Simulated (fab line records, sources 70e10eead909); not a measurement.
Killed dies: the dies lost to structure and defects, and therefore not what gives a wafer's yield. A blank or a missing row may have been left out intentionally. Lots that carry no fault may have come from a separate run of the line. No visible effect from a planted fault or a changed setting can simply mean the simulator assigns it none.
A struck lot beside a sound one    flow nand_harc    14 steps out of a route of 1159
Sound: these wafers, L633.2, L633.4, L633.5. Struck: wafers L645.1, L645.6. (L645.4 of the same lot was not struck and is left out.) The cause comes at the end.
Per side, at each step with rows, come the tool, then ch with its chambers, and then its first start. Under that, the readings that differ: sound wafers    struck wafers    difference of the means    sigmas: that difference in standard deviations of wafers without a fault.
alike: a reading whose means differ by less than 2 such deviations, as well as words and numbers matching on both sides. not compared: withheld readings; readings where some wafer has no value; bounds like >300 that might hide an equal value; numbers whose values overlap and for which the record gives no deviation.
Wherever a step has rows on one side only, a row that says differs or no value, or a row with sigmas, the two part there. Non-overlapping numbers with no deviation appear without sigmas and do not part them. A reading that every wafer of one side lacks parts them only if that side has two wafers or more.

first, 5 steps without rows for these wafers: NHARC_A_STAIRCASE_EBR_180; NHARC_A_STAIRCASE_EXPOSE_181 (exposes mask STAIR 2); NHARC_A_STAIRCASE_PEB_182 (peb time 130 s); NHARC_A_STAIRCASE_DEVELOP_183 (time 140 s); NHARC_A_STAIRCASE_HARDBAKE_185 (time 140 s).
NHARC_A_STAIRCASE_DESCUM_186: chemistry O2, time 3 s.
  sound on rie_diel-11 ch 0,2,3, day 11 10:38; struck on rie_diel-12 ch 1,2, day 14 07:20
  alike: drypump_motor_current_A, mfc_ar_sccm, oes_product_au, rf_vpp_V, showerhead_plenum_p_Torr, throttle_valve_pct
  not compared: rf_hours_counter_h
then, 1 step without rows for these wafers: NHARC_A_STAIRCASE_TRIM_187 (chemistry O2, time 211.2 s).
NHARC_A_STAIRCASE_ETCH_188: etches the open film in C4F8/O2, target depth 100 nm, time 40.5 s.
  sound: rie_diel-11 ch 2,3; struck: rie_diel-12 ch 1,3
  alike: oes_product_au, rf_vpp_V, run_length_s
  not compared: rf_hours_counter_h
NHARC_A_STAIRCASE_TRIM_189: chemistry O2, time 211.2 s.
  sound: rie_diel-11 ch 0,2,3; struck: rie_diel-12 ch 0,1
  alike: drypump_motor_current_A, mfc_ar_sccm, oes_product_au, rf_vpp_V, showerhead_plenum_p_Torr, throttle_valve_pct
  not compared: rf_hours_counter_h
NHARC_A_STAIRCASE_ETCH_190: etches the open film in C4F8/O2, target depth 100 nm, time 40.5 s.
  sound: rie_diel-11 ch 0,2,3; struck: rie_diel-12 ch 2,3
  alike: oes_product_au, rf_vpp_V, run_length_s
  not compared: rf_hours_counter_h
then, 1 step without rows for these wafers: NHARC_A_STAIRCASE_TRIM_191 (chemistry O2, time 211.2 s).
NHARC_A_STAIRCASE_ETCH_192: etches the open film in C4F8/O2, target depth 100 nm, time 40.5 s.
  sound on rie_diel-11 ch 0,1,3, day 11 11:55; struck on rie_diel-12 ch 0,2, day 14 08:02
reading           sound           struck     difference  sigmas
run_length_s (s)  61.4 61.4 62.3  48.4 48.5  -13.2       -30
  alike: oes_product_au, rf_vpp_V
  not compared: rf_hours_counter_h
NHARC_A_STAIRCASE_TRIM_193: chemistry O2, time 211.2 s.
  sound: rie_diel-11 ch 1,3; struck: rie_diel-12 ch 3
  alike: drypump_motor_current_A, mfc_ar_sccm, oes_product_au, rf_vpp_V, showerhead_plenum_p_Torr, throttle_valve_pct
  not compared: rf_hours_counter_h
-- record jumps: 8 days between struck wafers' starts before vs after; left off in module A_STAIRCASE, resumes in module END, first step shown is number 1159 of the route --
NHARC_END_SORT_01:
  only the struck wafers appear in the record here, on prober-01 ch 0 at day 22 06:50; the sound ones have no rows

== WHERE THEY PART ==
Earliest at NHARC_A_STAIRCASE_ETCH_192; latest, in this record, at NHARC_END_SORT_01.

WHY: whatever the simulator had introduced
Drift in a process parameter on rie_diel-12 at NHARC_A_STAIRCASE_ETCH_192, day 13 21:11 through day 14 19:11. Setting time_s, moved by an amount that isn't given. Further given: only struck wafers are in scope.
